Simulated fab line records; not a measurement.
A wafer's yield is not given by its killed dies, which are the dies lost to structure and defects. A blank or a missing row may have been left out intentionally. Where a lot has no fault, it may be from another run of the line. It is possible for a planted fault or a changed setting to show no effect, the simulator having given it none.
fab line records    flow n5-finfet
[record] lots = 14  wafers = 42  last-day = 19
route steps=1938 shown MOL_CONTACT_COAG@630 BEOL_M0_SAQP@632 BEOL_M4@1111
lots that met no fault: taken from a fault-free run of the same line
start-h: hours from the record's first day to the start of the lot's first wafer shown    wait-h: hours since the lot's step before    " unchanged from the row above    L1.1+2: a row that stands for several wafers    - no value, or no start given    * or withheld: withheld    < > ~ a bound
route shown NAME@n: names a module that has steps shown in the file, with the first one's number in the route    usual: mean and standard deviation over wafers with no fault    same: alike in all rows    chamber/n: place in a boat    sites: the reading at each site    _std_site: the values' standard deviation    _edge_site: the outer-site mean with the inner-site mean subtracted    radius-mm: for every site, how far away it sits from the centre of the wafer    mask NAME#n: copy n    behind: tool/chamber where the wafer was last shaped    hold: the reason the lot was held/the length of the hold in hours/how it ended    device: the n, p or np transistor that did not switch    end of line: tests of these same wafers at the route's end    for a step that has no rows: nothing shown but its recipe    killed: the dies lost at the first sort to structure and to defects; this is not the yield of the wafer    map: dies across one wafer; x = killed, . = not, _ = none there
set.NAME: the setting that was run; set.NAME@STEP: the one run at that earlier step    model.NAME: the simulator's own value behind a step, which no gauge read
route steps across a sampled set of lots; one table per step, one row per wafer
services: the hour from which a tool's chamber was out of use, counted from the record's first day as start-h (under 0 if before that day), plus the number of hours and why
[[steps]]
[step N5_MOL_CONTACT_COAG_INSPECT_97]
[recipe] inspect-instrument = darkfield  mode = post-anneal
[usual] raw-defect-count = 40/18
lot.wafer  tool               chamber  start-h  wait-h  raw-defect-count
L644.1     defect-inspect-01  -        109.15   0.0     66
L644.3     "                  -        "        "       91
L644.5     "                  -        "        "       44
L647.2     defect-inspect-01  -        121.63   0.0     58
L647.5     "                  -        "        "       40
L647.6     "                  -        "        "       56
L648.1     defect-inspect-02  -        128.81   0.0     21
L648.4     "                  -        "        "       43
L648.6     "                  -        "        "       22
L649.1     defect-inspect-01  -        136.52   0.0     27
L649.3     "                  -        "        "       37
L649.5     "                  -        "        "       59
L650.1     defect-inspect-02  -        142.04   0.0     25
L650.3     "                  -        "        "       23
L650.5     "                  -        "        "       30
L657.1     defect-inspect-02  -        186.12   0.0     39
L657.4     "                  -        "        "       44
L657.6     "                  -        "        "       36
L658.1     defect-inspect-02  -        189.13   0.0     35
L658.2     "                  -        "        "       49
L658.4     "                  -        "        "       46
L659.2     defect-inspect-02  -        204.47   0.0     30
L659.3     "                  -        "        "       36
L659.5     "                  -        "        "       27
L661.1     defect-inspect-01  -        223.16   0.0     29
L661.3     "                  -        "        "       15
L661.6     "                  -        "        "       28
L662.1     defect-inspect-02  -        226.18   0.0     36
L662.2     "                  -        "        "       29
L662.6     "                  -        "        "       37
L663.3     defect-inspect-01  -        229.20   0.1     32
L663.4     "                  -        "        "       34
L663.5     "                  -        "        "       33
L664.1     defect-inspect-02  -        235.37   0.0     50
L664.2     "                  -        "        "       15
L664.3     "                  -        "        "       45
L665.4     defect-inspect-02  -        239.21   0.1     23
L665.5     "                  -        "        "       24
L665.6     "                  -        "        "       54
L667.1     defect-inspect-02  -        249.76   0.0     28
L667.2     "                  -        "        "       52
L667.5     "                  -        "        "       46
[step N5_BEOL_M0_SAQP_PECVD_00]
[recipe] material = SiCN  target-thk-a = 80  temp-c = withheld  precursor = 3MS/NH3  pressure-torr = 3  rf-w = 202  time-s = 14
[usual] showerhead-plenum-p-Torr = 3.661/0.015  throttle-valve-pct = 9.1/0.51
lot.wafer  tool      chamber  start-h  wait-h  showerhead-plenum-p-Torr  throttle-valve-pct
L644.1     pecvd-03  0        109.49   0.2     3.639                     8.8
L644.3     "         1        "        "       3.649                     9.2
L644.5     "         2        "        "       3.658                     8.6
L647.2     pecvd-04  1        121.95   0.2     3.662                     8.6
L647.5     "         1        "        "       3.663                     8.4
L647.6     "         2        "        "       3.648                     8.1
L648.1     pecvd-03  2        129.14   0.2     3.649                     9.0
L648.4     "         2        "        "       3.654                     8.8
L648.6     "         1        "        "       3.649                     9.2
L649.1     pecvd-03  2        136.85   0.2     3.663                     8.8
L649.3     "         1        "        "       3.652                     8.9
L649.5     "         2        "        "       3.659                     8.8
L650.1     pecvd-04  1        142.37   0.2     3.668                     8.6
L650.3     "         2        "        "       3.654                     8.4
L650.5     "         2        "        "       3.665                     8.7
L657.1     pecvd-01  1        186.45   0.2     3.682                     9.9
L657.4     "         0        "        "       3.673                     8.5
L657.6     "         1        "        "       3.697                     10.1
L658.1     pecvd-04  0        189.47   0.2     3.673                     9.8
L658.2     "         2        "        "       3.656                     8.7
L658.4     "         0        "        "       3.674                     9.8
L659.2     pecvd-01  1        204.78   0.2     3.697                     10.2
L659.3     "         0        "        "       3.670                     8.6
L659.5     "         1        "        "       3.687                     9.8
L661.1     pecvd-04  2        223.49   0.2     3.652                     8.9
L661.3     "         1        "        "       3.673                     8.3
L661.6     "         0        "        "       3.669                     10.1
L662.1     pecvd-03  0        226.51   0.2     3.639                     8.9
L662.2     "         1        "        "       3.652                     9.1
L662.6     "         0        "        "       3.638                     9.1
L663.3     pecvd-03  1        229.49   0.1     3.651                     8.7
L663.4     "         1        "        "       3.648                     9.0
L663.5     "         0        "        "       3.638                     9.0
L664.1     pecvd-03  2        235.71   0.2     3.663                     8.7
L664.2     "         1        "        "       3.647                     9.4
L664.3     "         0        "        "       3.642                     9.1
L665.4     pecvd-03  2        239.49   0.1     3.649                     8.9
L665.5     "         0        "        "       3.636                     9.1
L665.6     "         1        "        "       3.653                     9.0
L667.1     pecvd-04  0        250.09   0.2     3.675                     10.1
L667.2     "         2        "        "       3.655                     8.8
L667.5     "         1        "        "       3.664                     8.6
[step N5_BEOL_M0_SAQP_ILD_DEP_01]
[recipe] material = SiOC  target-thk-a = 454.19  temp-c = 350  precursor = DEMS/O2  pressure-torr = 5  rf-w = 500  time-s = 8.7
[usual] heater-power-w = 456/56  showerhead-plenum-p-Torr = 5.690/0.015  throttle-valve-pct = 12.0/0.63
lot.wafer  tool      chamber  start-h  wait-h  heater-power-w  showerhead-plenum-p-Torr  throttle-valve-pct
L644.1     pecvd-03  0        109.51   0.0     384             5.681                     12.1
L644.3     "         1        "        "       452             5.671                     11.8
L644.5     "         2        "        "       453             5.679                     11.6
L647.2     pecvd-04  1        121.97   0.0     502             5.701                     12.0
L647.5     "         1        "        "       506             5.683                     11.5
L647.6     "         2        "        "       453             5.695                     11.1
L648.1     pecvd-03  2        129.17   0.0     398             5.669                     11.3
L648.4     "         2        "        "       397             5.676                     11.4
L648.6     "         1        "        "       510             5.676                     11.8
L649.1     pecvd-03  2        136.88   0.0     432             5.691                     11.7
L649.3     "         1        "        "       520             5.672                     12.0
L649.5     "         2        "        "       435             5.695                     11.7
L650.1     pecvd-04  1        142.40   0.0     482             5.706                     11.5
L650.3     "         2        "        "       390             5.695                     11.4
L650.5     "         2        "        "       386             5.686                     11.2
L657.1     pecvd-01  1        186.48   0.0     593             5.704                     13.0
L657.4     "         0        "        "       510             5.702                     11.6
L657.6     "         1        "        "       584             5.714                     13.1
L658.1     pecvd-04  0        189.50   0.0     482             5.694                     13.1
L658.2     "         2        "        "       390             5.688                     11.4
L658.4     "         0        "        "       469             5.691                     13.2
L659.2     pecvd-01  1        204.82   0.0     527             5.705                     13.1
L659.3     "         0        "        "       510             5.700                     11.6
L659.5     "         1        "        "       545             5.717                     13.4
L661.1     pecvd-04  2        223.52   0.0     447             5.675                     11.4
L661.3     "         1        "        "       424             5.701                     11.6
L661.6     "         0        "        "       465             5.709                     13.0
L662.1     pecvd-03  0        226.55   0.0     395             5.689                     11.9
L662.2     "         1        "        "       522             5.681                     11.9
L662.6     "         0        "        "       394             5.671                     12.0
L663.3     pecvd-03  1        229.52   0.0     506             5.666                     12.0
L663.4     "         1        "        "       517             5.679                     12.0
L663.5     "         0        "        "       367             5.687                     11.9
L664.1     pecvd-03  2        235.73   0.0     395             5.692                     11.7
L664.2     "         1        "        "       459             5.671                     12.0
L664.3     "         0        "        "       392             5.684                     11.9
L665.4     pecvd-03  2        239.52   0.0     434             5.679                     11.3
L665.5     "         0        "        "       441             5.669                     11.7
L665.6     "         1        "        "       498             5.683                     12.1
L667.1     pecvd-04  0        250.11   0.0     497             5.707                     13.0
L667.2     "         2        "        "       431             5.691                     11.4
L667.5     "         1        "        "       455             5.700                     11.5
[step N5_BEOL_M0_SAQP_ETCH_84]
[recipe] chemistry = N2/H2  target = SOC  target-depth-a = 1000  overetch-a = 200  mask-material = SiARC  temp-c = 40  time-s = 150  ion-energy-ev = 200  pressure-mtorr = 30  source-w = 840  bias-w = 150  n2-flow-sccm = 200  h2-flow-sccm = 200
[usual] bias-w = 150.0/0.44  chamber-pressure-mTorr = 30.002/0.027  drypump-motor-current-A = 5.6/0.48  h2-flow-sccm = 200.0/0.6  oes-product-au = 0.72/0.082  rf-vpp-V = 524.1/2.7  showerhead-plenum-p-Torr = 2.55/0.094  throttle-valve-pct = 17.82/0.25
lot.wafer  tool         chamber  start-h  wait-h  bias-w  chamber-pressure-mTorr  drypump-motor-current-A  h2-flow-sccm  oes-product-au  rf-hours-counter-h  rf-vpp-V  showerhead-plenum-p-Torr  throttle-valve-pct
L644.1     rie-diel-06  1        110.55   0.0     150.2   30.025                  5.6                      199.8         0.65            190                 527.4     2.64                      18.19
L644.3     "            0        "        "       150.3   29.976                  5.2                      199.8         0.60            246                 523.0     2.50                      17.90
L644.5     "            0        "        "       149.8   29.964                  5.2                      199.2         0.60            -                   520.8     2.50                      17.90
L647.2     rie-diel-06  3        123.65   0.0     149.1   29.994                  5.5                      200.3         0.64            187                 523.0     2.54                      18.06
L647.5     "            2        "        "       150.0   30.075                  6.5                      199.4         0.68            -                   521.0     2.43                      17.59
L647.6     "            1        "        "       150.5   30.010                  5.6                      200.3         0.65            -                   525.8     2.63                      18.22
L648.1     rie-diel-02  2        133.39   0.0     -       -                       -                        -             -               -                   -         -                         -
L648.4     "            1        "        "       -       -                       -                        -             -               -                   -         -                         -
L648.6     "            1        "        "       -       -                       -                        -             -               -                   -         -                         -
L649.1     rie-diel-06  1        138.05   0.0     -       -                       -                        -             -               -                   -         -                         -
L649.3     "            0        "        "       -       -                       -                        -             -               -                   -         -                         -
L649.5     "            2        "        "       -       -                       -                        -             -               -                   -         -                         -
L650.1     rie-diel-06  3        145.77   0.0     149.7   30.000                  5.4                      198.8         0.63            195                 523.9     2.53                      18.09
L650.3     "            2        "        "       149.6   29.975                  6.5                      201.0         0.68            154                 521.2     2.43                      17.60
L650.5     "            2        "        "       150.0   30.042                  6.5                      199.8         0.68            -                   521.7     2.43                      17.61
L657.1     rie-diel-03  2        188.19   0.0     149.3   30.012                  5.3                      199.8         0.64            239                 520.3     2.40                      18.05
L657.4     "            1        "        "       149.1   29.980                  6.1                      200.7         0.64            221                 526.1     2.62                      18.05
L657.6     "            1        "        "       149.9   29.989                  6.1                      200.4         0.64            -                   526.4     2.62                      18.06
L658.1     rie-diel-06  3        193.28   0.0     150.6   30.002                  5.5                      199.7         0.63            207                 524.2     2.53                      18.10
L658.2     "            2        "        "       149.8   30.000                  6.5                      199.7         0.67            165                 521.8     2.43                      17.61
L658.4     "            1        "        "       149.0   29.995                  5.6                      199.8         0.63            217                 526.9     2.62                      18.25
L659.2     rie-diel-06  0        206.22   0.0     149.8   30.019                  5.2                      199.8         0.83            17                  521.3     2.49                      17.56
L659.3     "            1        "        "       150.3   30.009                  5.6                      199.3         0.63            219                 526.4     2.62                      18.27
L659.5     "            2        "        "       150.3   29.977                  6.5                      200.7         0.67            -                   520.7     2.43                      17.61
L661.1     rie-diel-02  0        225.56   0.0     150.1   30.007                  5.6                      200.8         0.80            32                  522.5     2.48                      17.62
L661.3     "            3        "        "       149.5   30.033                  5.8                      200.4         0.69            102                 521.6     2.46                      18.13
L661.6     "            2        "        "       149.0   29.999                  6.0                      201.2         0.66            -                   526.7     2.63                      17.83
L662.1     rie-diel-06  3        229.14   0.0     150.0   29.987                  5.5                      199.7         0.62            215                 523.6     2.52                      18.11
L662.2     "            0        "        "       150.0   29.988                  5.2                      200.7         0.82            23                  521.3     2.49                      17.57
L662.6     "            0        "        "       150.3   30.030                  5.2                      200.3         0.81            -                   523.1     2.49                      17.57
L663.3     rie-diel-03  0        233.30   0.0     150.7   29.964                  4.8                      199.4         0.73            56                  520.6     2.48                      17.56
L663.4     "            3        "        "       149.8   29.975                  5.5                      199.8         0.80            -                   527.5     2.71                      17.63
L663.5     "            0        "        "       150.5   30.009                  4.8                      199.9         0.73            -                   523.1     2.48                      17.55
L664.1     rie-diel-03  0        237.32   0.0     150.2   30.020                  4.8                      200.8         0.74            58                  521.8     2.48                      17.56
L664.2     "            3        "        "       150.1   29.988                  5.5                      200.8         0.79            30                  527.4     2.71                      17.60
L664.3     "            1        "        "       149.3   29.970                  6.0                      199.5         0.63            236                 527.2     2.61                      18.10
L665.4     rie-diel-02  2        240.47   0.0     150.0   30.015                  6.0                      199.7         0.65            -                   528.2     2.63                      17.84
L665.5     "            0        "        "       149.6   29.986                  5.7                      199.7         0.79            -                   521.6     2.48                      17.64
L665.6     "            3        "        "       149.6   29.988                  5.8                      200.5         0.69            -                   520.5     2.46                      18.16
L667.1     rie-diel-02  0        251.85   0.0     149.8   29.890                  5.6                      199.7         0.78            44                  523.0     2.48                      17.65
L667.2     "            2        "        "       150.4   30.006                  6.1                      199.3         0.65            187                 526.7     2.62                      17.83
L667.5     "            3        "        "       150.1   30.001                  5.8                      199.3         0.68            -                   522.1     2.46                      18.15
[step N5_BEOL_M0_SAQP_HM_OPEN_112]
[recipe] chemistry = CHF3/O2  target = SiO2  stop-on = a-Si  target-depth-a = 120  over-etch-frac = 1.25  mask-material = SOC  time-s = 13.5  pressure-mtorr = 30  source-w = 650  bias-w = 170  Ar_flow_sccm = 200  CHF3_flow_sccm = 50  O2_flow_sccm = 5  ion-energy-ev = 200  ends = end-point
[usual] drypump-motor-current-A = 5.6/0.48  oes-product-au = 0.52/0.06  rf-vpp-V = 523/5  showerhead-plenum-p-Torr = 2.42/0.083  throttle-valve-pct = 18.86/0.22
lot.wafer  tool         chamber  start-h  wait-h  drypump-motor-current-A  oes-product-au  rf-hours-counter-h  rf-vpp-V  showerhead-plenum-p-Torr  throttle-valve-pct
L644.1     rie-diel-06  1        110.66   0.0     5.6                      0.46            191                 531       2.49                      19.17
L644.3     "            0        "        "       5.2                      0.44            247                 517       2.38                      19.00
L644.5     "            0        "        "       5.2                      0.45            -                   518       2.38                      18.98
L647.2     rie-diel-06  3        123.76   0.0     5.4                      0.46            187                 523       2.41                      19.11
L647.5     "            2        "        "       6.5                      0.49            -                   517       2.32                      18.62
L647.6     "            1        "        "       5.6                      0.47            -                   529       2.49                      19.17
L648.1     rie-diel-02  2        133.50   0.0     6.0                      0.29            150                 526       2.51                      18.85
L648.4     "            1        "        "       6.3                      0.35            11                  520       2.47                      18.53
L648.6     "            1        "        "       6.3                      0.34            -                   520       2.47                      18.53
L649.1     rie-diel-06  1        138.16   0.0     5.6                      0.27            202                 530       2.48                      19.13
L649.3     "            0        "        "       5.2                      0.38            1                   518       2.38                      18.57
L649.5     "            2        "        "       6.5                      0.28            -                   518       2.31                      18.58
L650.1     rie-diel-06  3        145.88   0.0     5.5                      0.46            195                 520       2.40                      19.15
L650.3     "            2        "        "       6.5                      0.49            155                 517       2.31                      18.64
L650.5     "            2        "        "       6.5                      0.50            -                   519       2.31                      18.65
L657.1     rie-diel-03  2        188.29   0.0     5.3                      0.46            239                 522       2.28                      19.03
L657.4     "            1        "        "       6.1                      0.48            221                 530       2.48                      18.96
L657.6     "            1        "        "       6.1                      0.47            -                   530       2.48                      18.95
L658.1     rie-diel-06  3        193.38   0.0     5.4                      0.46            207                 521       2.40                      19.15
L658.2     "            2        "        "       6.5                      0.48            165                 518       2.31                      18.66
L658.4     "            1        "        "       5.6                      0.45            217                 528       2.48                      19.20
L659.2     rie-diel-06  0        206.33   0.0     5.2                      0.60            17                  519       2.37                      18.64
L659.3     "            1        "        "       5.6                      0.46            219                 530       2.48                      19.23
L659.5     "            2        "        "       6.4                      0.49            -                   518       2.31                      18.67
L661.1     rie-diel-02  0        225.67   0.0     5.6                      0.58            32                  517       2.37                      18.74
L661.3     "            3        "        "       5.8                      0.51            102                 518       2.33                      19.17
L661.6     "            2        "        "       6.0                      0.48            -                   524       2.50                      18.94
L662.1     rie-diel-06  3        229.25   0.0     5.5                      0.45            215                 522       2.40                      19.16
L662.2     "            0        "        "       5.2                      0.59            23                  517       2.37                      18.67
L662.6     "            0        "        "       5.2                      0.59            -                   517       2.37                      18.66
L663.3     rie-diel-03  0        233.40   0.0     4.7                      0.53            56                  521       2.36                      18.66
L663.4     "            3        "        "       5.5                      0.58            -                   530       2.55                      18.61
L663.5     "            0        "        "       4.7                      0.54            -                   523       2.36                      18.65
L664.1     rie-diel-03  0        237.43   0.0     4.7                      0.53            58                  522       2.36                      18.67
L664.2     "            3        "        "       5.5                      0.57            30                  529       2.55                      18.63
L664.3     "            1        "        "       6.0                      0.46            236                 529       2.48                      18.98
L665.4     rie-diel-02  2        240.55   0.0     6.0                      0.48            -                   526       2.50                      18.97
L665.5     "            0        "        "       5.6                      0.57            -                   517       2.36                      18.73
L665.6     "            3        "        "       5.8                      0.51            -                   517       2.33                      19.19
L667.1     rie-diel-02  0        251.96   0.0     5.6                      0.57            44                  517       2.36                      18.75
L667.2     "            2        "        "       6.0                      0.47            187                 526       2.50                      18.97
L667.5     "            3        "        "       5.8                      0.50            -                   518       2.33                      19.20
[step N5_BEOL_M0_SAQP_MANDREL_ETCH_20]
[recipe] target-depth-a = 600  chemistry = HBr/Cl2  target = a-Si  stop-on = SiNx  bt-time-s = 10  mask-material = SOC  over-etch-frac = 0.5  time-s = 30  pressure-mtorr = 10  icp-w = 800  bias-w = 75  HBr_flow_sccm = 150  Cl2_flow_sccm = 80  ends = end-point
[usual] HBr_flow_sccm = 150.0/0.51  bias-w = 74.99/0.21  drypump-motor-current-A = 5.9/0.47  oes-product-au = 0.772/0.017  throttle-valve-pct = 35.37/0.26
lot.wafer  tool       chamber  start-h  wait-h  HBr_flow_sccm  bias-w  drypump-motor-current-A  oes-product-au  rf-hours-counter-h  throttle-valve-pct
L644.1     rie-si-01  3        110.74   0.0     149.9          75.25   5.9                      0.773           19                  35.41
L644.3     "          0        "        "       150.3          75.01   6.2                      0.789           36                  35.82
L644.5     "          0        "        "       150.5          75.26   6.2                      0.802           -                   35.79
L647.2     rie-si-01  0        123.84   0.0     149.3          75.21   6.2                      0.794           36                  35.80
L647.5     "          0        "        "       149.6          75.11   6.2                      0.796           -                   35.81
L647.6     "          3        "        "       149.6          75.04   5.8                      0.788           -                   35.38
L648.1     rie-si-01  0        133.59   0.0     150.5          74.83   6.2                      0.336           36                  36.70
L648.4     "          2        "        "       150.3          75.48   6.5                      0.317           5                   36.08
L648.6     "          2        "        "       150.0          75.19   6.4                      0.325           -                   36.10
L649.1     rie-si-03  0        138.24   0.0     149.5          75.16   5.0                      0.321           56                  36.25
L649.3     "          2        "        "       149.8          74.98   5.8                      0.322           124                 35.97
L649.5     "          0        "        "       149.3          75.02   5.0                      0.327           -                   36.24
L650.1     rie-si-03  2        145.96   0.0     150.5          74.82   5.8                      0.743           124                 35.10
L650.3     "          1        "        "       150.4          75.42   6.7                      0.760           142                 35.43
L650.5     "          3        "        "       150.7          74.95   5.5                      0.755           -                   35.40
L657.1     rie-si-03  2        188.38   0.0     151.0          74.55   5.8                      0.750           125                 35.10
L657.4     "          3        "        "       150.3          74.81   5.5                      0.771           -                   35.39
L657.6     "          0        "        "       149.8          74.87   5.0                      0.773           -                   35.34
L658.1     rie-si-06  3        193.47   0.0     149.8          75.04   6.0                      0.754           183                 35.83
L658.2     "          2        "        "       150.2          75.09   5.0                      0.767           159                 34.97
L658.4     "          1        "        "       150.9          74.92   5.7                      0.790           180                 35.59
L659.2     rie-si-06  1        206.42   0.0     149.1          74.98   5.7                      0.801           181                 35.58
L659.3     "          0        "        "       149.0          74.83   5.8                      0.780           13                  35.20
L659.5     "          1        "        "       148.9          74.60   5.7                      0.810           -                   35.58
L661.1     rie-si-01  0        225.76   0.0     150.5          74.86   6.2                      0.790           38                  35.82
L661.3     "          3        "        "       149.2          74.93   5.9                      0.771           21                  35.42
L661.6     "          0        "        "       150.2          74.86   6.2                      0.802           -                   35.80
L662.1     rie-si-01  3        229.33   0.0     150.1          74.69   5.9                      0.771           21                  35.42
L662.2     "          0        "        "       149.8          75.19   6.2                      0.789           38                  35.80
L662.6     "          3        "        "       149.8          74.99   5.9                      0.783           -                   35.42
L663.3     rie-si-01  3        233.49   0.0     149.8          75.22   5.9                      0.775           22                  35.42
L663.4     "          0        "        "       150.5          74.84   6.2                      0.804           38                  35.77
L663.5     "          0        "        "       151.1          74.63   6.2                      0.804           -                   35.81
L664.1     rie-si-01  0        237.51   0.0     149.9          75.16   6.2                      0.793           38                  35.83
L664.2     "          3        "        "       150.0          75.07   5.9                      0.773           22                  35.42
L664.3     "          2        "        "       149.7          75.06   6.5                      0.768           6                   35.20
L665.4     rie-si-01  0        240.65   0.1     150.0          74.98   6.2                      0.803           -                   35.80
L665.5     "          2        "        "       149.4          75.09   6.4                      0.777           -                   35.19
L665.6     "          1        "        "       150.3          74.77   6.1                      0.753           -                   35.07
L667.1     rie-si-03  0        252.04   0.0     150.0          74.92   5.0                      0.772           58                  35.40
L667.2     "          2        "        "       149.6          74.88   5.8                      0.750           126                 35.13
L667.5     "          2        "        "       149.2          74.86   5.8                      0.757           -                   35.12
[step N5_BEOL_M0_SAQP_CD_MEAS_25]
[recipe] target-cd-nm = 13.1  landing-energy-ev = 1000  detector = se-inlens
[usual] cd-nm = 12.82/0.23
lot.wafer  tool       chamber  start-h  wait-h  cd-nm
L644.1     cd-sem-03  0        112.22   0.1     13.11
L644.3     "          0        "        "       12.58
L644.5     "          0        "        "       13.09
L647.2     cd-sem-02  0        125.13   0.1     12.49
L647.5     "          0        "        "       12.64
L647.6     "          0        "        "       12.75
L648.1     cd-sem-01  0        135.13   0.1     -
L648.4     "          0        "        "       -
L648.6     "          0        "        "       -
L649.1     cd-sem-03  0        139.53   0.1     -
L649.3     "          0        "        "       -
L649.5     "          0        "        "       -
L650.1     cd-sem-02  0        147.37   0.1     13.00
L650.3     "          0        "        "       12.37
L650.5     "          0        "        "       13.15
L657.1     cd-sem-03  0        190.59   0.1     13.01
L657.4     "          0        "        "       12.54
L657.6     "          0        "        "       12.73
L658.1     cd-sem-02  0        194.75   0.1     12.88
L658.2     "          0        "        "       12.84
L658.4     "          0        "        "       12.47
L659.2     cd-sem-02  0        207.72   0.1     13.04
L659.3     "          0        "        "       13.22
L659.5     "          0        "        "       12.99
L661.1     cd-sem-03  0        227.04   0.1     13.12
L661.3     "          0        "        "       13.24
L661.6     "          0        "        "       12.77
L662.1     cd-sem-01  0        231.70   0.1     12.84
L662.2     "          0        "        "       13.17
L662.6     "          0        "        "       13.39
L663.3     cd-sem-03  0        235.89   0.1     12.99
L663.4     "          0        "        "       12.52
L663.5     "          0        "        "       12.92
L664.1     cd-sem-01  0        238.90   0.1     12.99
L664.2     "          0        "        "       13.01
L664.3     "          0        "        "       12.75
L665.4     cd-sem-03  0        241.90   0.1     12.80
L665.5     "          0        "        "       13.31
L665.6     "          0        "        "       12.91
L667.1     cd-sem-01  0        253.38   0.1     12.99
L667.2     "          0        "        "       12.96
L667.5     "          0        "        "       12.65
[step N5_BEOL_M4_RC_MEAS_101]
[usual] DIBL_N = 36.6/1.3  DIBL_P = 36.4/1.4  IOFF_N = 0.167/0.023  IOFF_P = 0.219/0.029  ION_N = 678/8.7  ION_P = 464/6.4  SS_N = 71.5/0.53  SS_P = 73.4/0.57  VT_N = 248.5/2.8  VT_P = -249/3.1
lot.wafer  tool       chamber  start-h  wait-h  DIBL_N[mV/V]  DIBL_P[mV/V]  IOFF_N[nA/um]  IOFF_P[nA/um]  ION_N[uA/um]  ION_P[uA/um]  SS_N[mV/dec]  SS_P[mV/dec]  VT_N[mV]  VT_P[mV]
L644.1     prober-01  0        185.19   0.0     37.4          37.4          0.195          0.237          697           467           72.2          73.3          243.2     -248
L644.3     "          0        "        "       37.8          37.4          0.193          0.224          690           465           70.9          72.9          245.4     -249
L644.5     "          0        "        "       36.8          36.8          0.171          0.216          683           465           71.2          73.5          248.1     -250
L647.2     prober-02  0        193.25   0.2     35.6          34.5          0.152          0.219          676           470           71.3          73.5          247.8     -246
L647.5     "          0        "        "       37.3          36.0          0.181          0.244          685           472           71.9          73.3          246.9     -247
L647.6     "          0        "        "       36.9          36.0          0.180          0.244          679           468           71.7          73.9          249.0     -245
L650.1     prober-02  0        226.52   0.0     39.2          38.2          0.191          0.240          684           465           72.3          73.7          248.0     -246
L650.3     "          0        "        "       37.6          36.8          0.175          0.219          681           464           72.0          72.9          247.0     -248
L650.5     "          0        "        "       38.4          37.3          0.176          0.224          684           466           72.6          73.1          248.2     -246
L659.2     prober-02  0        296.83   0.2     37.3          36.1          0.187          0.241          675           464           72.4          73.5          248.6     -245
L659.3     "          0        "        "       38.8          38.8          0.219          0.290          681           468           72.3          75.0          245.4     -244
L659.5     "          0        "        "       37.2          35.9          0.182          0.238          669           459           72.7          73.2          246.7     -246
L657.1     prober-01  0        305.05   0.0     35.5          37.1          0.165          0.201          674           460           71.6          74.1          248.2     -253
L657.4     "          0        "        "       36.0          38.0          0.177          0.215          673           457           71.8          74.1          249.4     -253
L657.6     "          0        "        "       36.7          38.3          0.189          0.210          670           455           72.2          74.1          247.0     -251
L658.1     prober-01  0        308.51   0.0     34.8          34.5          0.142          0.195          661           454           71.8          73.4          250.3     -251
L658.2     "          0        "        "       35.6          36.9          0.159          0.228          675           461           70.3          73.5          249.4     -247
L658.4     "          0        "        "       36.5          36.5          0.169          0.222          670           459           71.2          73.4          247.3     -246
L663.3     prober-01  0        330.29   0.3     36.4          36.8          0.165          0.212          667           458           71.5          73.0          246.2     -250
L663.4     "          0        "        "       37.5          38.0          0.173          0.237          670           463           71.5          73.5          247.3     -248
L663.5     "          0        "        "       37.3          37.8          0.172          0.228          668           461           71.3          73.2          247.1     -251
L662.1     prober-02  0        332.15   0.0     35.9          35.4          0.156          0.219          675           464           70.9          73.2          246.8     -250
L662.2     "          0        "        "       35.2          35.2          0.148          0.225          681           472           70.5          73.5          249.7     -248
L662.6     "          0        "        "       36.6          36.0          0.169          0.230          681           466           70.9          73.4          246.5     -248
L664.1     prober-01  0        334.52   0.0     39.3          37.6          0.193          0.207          689           461           71.7          74.3          245.8     -252
L664.2     "          0        "        "       37.9          37.0          0.165          0.200          679           466           71.7          73.7          249.2     -253
L664.3     "          0        "        "       37.2          36.2          0.149          0.180          672           456           71.6          73.5          252.1     -255
L661.1     prober-02  0        334.87   0.0     35.9          35.8          0.145          0.185          671           463           70.8          72.9          248.9     -254
L661.3     "          0        "        "       37.9          39.4          0.187          0.237          676           460           71.9          74.0          245.3     -249
L661.6     "          0        "        "       36.3          36.2          0.144          0.190          673           460           71.6          73.7          253.4     -252
L667.1     prober-02  0        351.41   0.0     36.2          37.2          0.160          0.197          679           461           71.8          72.2          248.6     -252
L667.2     "          0        "        "       36.1          36.6          0.153          0.182          676           457           71.3          72.6          251.2     -250
L667.5     "          0        "        "       35.8          36.3          0.151          0.179          679           460           70.9          72.6          250.6     -252
L665.4     prober-01  0        351.61   0.5     37.1          39.1          0.171          0.247          674           463           72.1          73.3          249.8     -248
L665.5     "          0        "        "       37.7          38.4          0.176          0.233          675           465           72.4          73.7          250.0     -248
L665.6     "          0        "        "       36.9          38.3          0.168          0.222          678           466           71.7          73.8          252.3     -251
[[services]]
tool         chamber  start-h  hours  kind
rie-si-01    -        88.11    0.8    repair
rie-diel-03  1        92.93    14.9   repair
pecvd-03     1        111.16   5.0    scheduled-down
rie-si-03    0        120.10   18.1   repair
rie-diel-06  2        125.76   11.1   repair
pecvd-04     -        125.78   0.8    pm
rie-diel-03  1        145.19   1.6    repair
rie-diel-06  -        158.33   2.8    pm
pecvd-01     -        162.71   0.8    repair
rie-diel-06  2        163.27   9.2    repair
pecvd-01     0        165.33   2.4    repair
rie-si-03    1        175.68   21.4   repair
rie-diel-03  -        177.21   0.8    repair
rie-si-01    3        180.49   1.5    repair
pecvd-01     -        181.09   0.6    repair
rie-si-01    0        188.76   7.2    repair
rie-si-01    2        200.85   7.7    repair
pecvd-03     -        208.55   0.7    repair
rie-diel-02  2        214.00   6.4    repair
pecvd-03     2        214.61   14.7   repair
rie-diel-02  1        219.30   40.8   repair
rie-si-03    -        226.77   0.5    repair
rie-si-01    3        238.06   2.9    repair
rie-si-01    3        251.86   2.6    repair
[[key]]
[first-sign] step = N5_BEOL_M0_SAQP_ETCH_84  reading = tool-record  direction = missing
[effect] step = N5_BEOL_M0_SAQP_HM_OPEN_112  reading = oes-product-au  direction = down  sigmas = 3.4  usual = 0.52  struck = 0.32
[effect] step = N5_BEOL_M0_SAQP_MANDREL_ETCH_20  reading = oes-product-au  direction = down  sigmas = 27  usual = 0.772  struck = 0.325
[effect] step = N5_BEOL_M0_SAQP_CD_MEAS_25  reading = cd-nm  direction = missing
met-at N5_BEOL_M0_SAQP_ETCH_84
struck-lots L648,L649
later-rows-left-out L648.1,L648.4,L648.6,L649.1,L649.3,L649.5
sort-left-out L648.1,L648.4,L648.6,L649.1,L649.3,L649.5
not-acting-at N5_MOL_CONTACT_COAG_INSPECT_97,N5_BEOL_M0_SAQP_PECVD_00,N5_BEOL_M0_SAQP_ILD_DEP_01
onset-between 123.65 133.39
[fault] kind = skipped-step-whole  tool = rie-diel-02,rie-diel-06  chamber = -  onset-h = 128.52  steps = N5_BEOL_M0_SAQP_ETCH_84  scope = struck-lots-only
// sort-left-out: the simulated sort isn't trusted on such a fault, so these wafers' sort isn't shown, and their yield isn't known
// later-rows-left-out: the simulator's readings of these wafers behind a module that went badly wrong aren't trusted and aren't shown, but for the sort
